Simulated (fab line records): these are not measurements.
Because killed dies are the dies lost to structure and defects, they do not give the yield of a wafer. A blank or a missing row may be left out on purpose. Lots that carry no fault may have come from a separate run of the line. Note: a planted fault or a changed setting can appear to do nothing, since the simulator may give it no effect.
Problem report in the 8D (eight disciplines) form, filled by code    flow n5-finfet    the parts of the form that need people (team, actions taken, sign-off) are left out

1. WHAT IS WRONG
chamber-pressure-pa at N5_BEOL_M5_SPUTTER_81 reads a mean of 0.07570 Pa on 1 wafer of 1 lot; wafers without a fault read 0.06997 Pa with a standard deviation of 0.00014. Measured from the usual mean, that is +41 standard deviations.
The step: material Cu, target thk 15 nm, time 27.62 s.
Seen first at day 13 15:55 on pvd-sputter-03, wafer L384.2. The record has a number at this step for 32 wafers belonging to 11 lots. The rule behind "out" and "out of limits": a value lying over 4 standard deviations away from the usual mean. Any other wafer with a number is counted as sound.

2. WHAT IT IS, WHAT IT ISN'T
question                     is                   is not
which readings at this step  chamber-pressure-pa  substrate-temp-c, susceptor-temp-C, throttle-valve-pct
which lots                   L384                 L365, L366, L367, L369, L374, L375, L376, L377, L378, L387
which wafers of those lots   L384.2               L384.3, L384.4
read on which tools          pvd-sputter-03       pvd-sputter-01, pvd-sputter-02
when                         from day 13 15:55    up to then (28 sound wafers); but 3 sound wafers of L387 came after

3. THE SUSPECTS, EACH WITH WHAT RULES IT OUT
Counting: if a tool at a process step up to the reading ran every lot that is out, it stays a suspect. Sound lots after the first of them don't rule it out here, since some wafers of a struck lot are sound.
- rie-diel-01 at N5_BEOL_M5_ETCH_41 (etches SiCN in CH3F/O2, target depth 31.5 nm, time 56.7 s): kept. It processed L384, the lot that is out, at day 13 11:52, and its most recent sound lot before then was L375 at day 11 12:31. N5_BEOL_M5_ETCH_41 gives no start for some lots, so the hours and the order of its lots are those of N5_BEOL_M5_CURE_80.
- uv-cure-03 at N5_BEOL_M5_CURE_80 (cures SiCOH lowk, time 120 s): kept. It processed L384, the lot that is out, at day 13 11:52, and its most recent sound lot before then was L375 at day 11 12:31.
- pvd-sputter-03 at N5_BEOL_M5_SPUTTER_81 (material Cu, target thk 15 nm, time 27.62 s): kept. It processed L384, the lot that is out, at day 13 15:55, and its most recent sound lot before then was L377 at day 11 20:14. Out on those wafers are its own readings of chamber-pressure-pa.
- rie-diel-01, N5_BEOL_M5_ETCH_41: wafers that are out in chamber 2, sound lot-mates in chambers 0, 3.
Left after counting: rie-diel-01 at N5_BEOL_M5_ETCH_41, uv-cure-03 at N5_BEOL_M5_CURE_80, pvd-sputter-03 at N5_BEOL_M5_SPUTTER_81.

4. THE CAUSE (what the simulator had put in)
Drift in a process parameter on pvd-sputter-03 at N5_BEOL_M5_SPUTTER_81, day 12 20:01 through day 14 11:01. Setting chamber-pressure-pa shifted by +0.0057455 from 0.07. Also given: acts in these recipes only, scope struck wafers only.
Of the 3 suspects that counting leaves, this tool is one.

5. SEQUENCE OF EFFECTS, ordered by route
Rows list readings where the struck wafers' mean (over those with a number) sits beyond 3 standard deviations from the usual. Only readings for which the record gives a usual standard deviation are gone through. hours: the time from each lot's start at the first step in this table that gives one to its start at this step, as a median over the lots. sigmas: the change in usual standard deviations.
hours  step                   reading              usual       on struck wafers  change    sigmas
0      N5_BEOL_M5_SPUTTER_81  chamber-pressure-pa  0.06997 Pa  0.07570           +0.00573  +41
It contains these process steps:
- N5_BEOL_M5_SPUTTER_81: material Cu, target thk 15 nm, time 27.62 s.

6. WHAT WOULD HAVE CAUGHT IT SOONER
20 hours passed between the start of the fault at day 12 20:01 and the first reading out of limits in this record, taken at day 13 15:55.
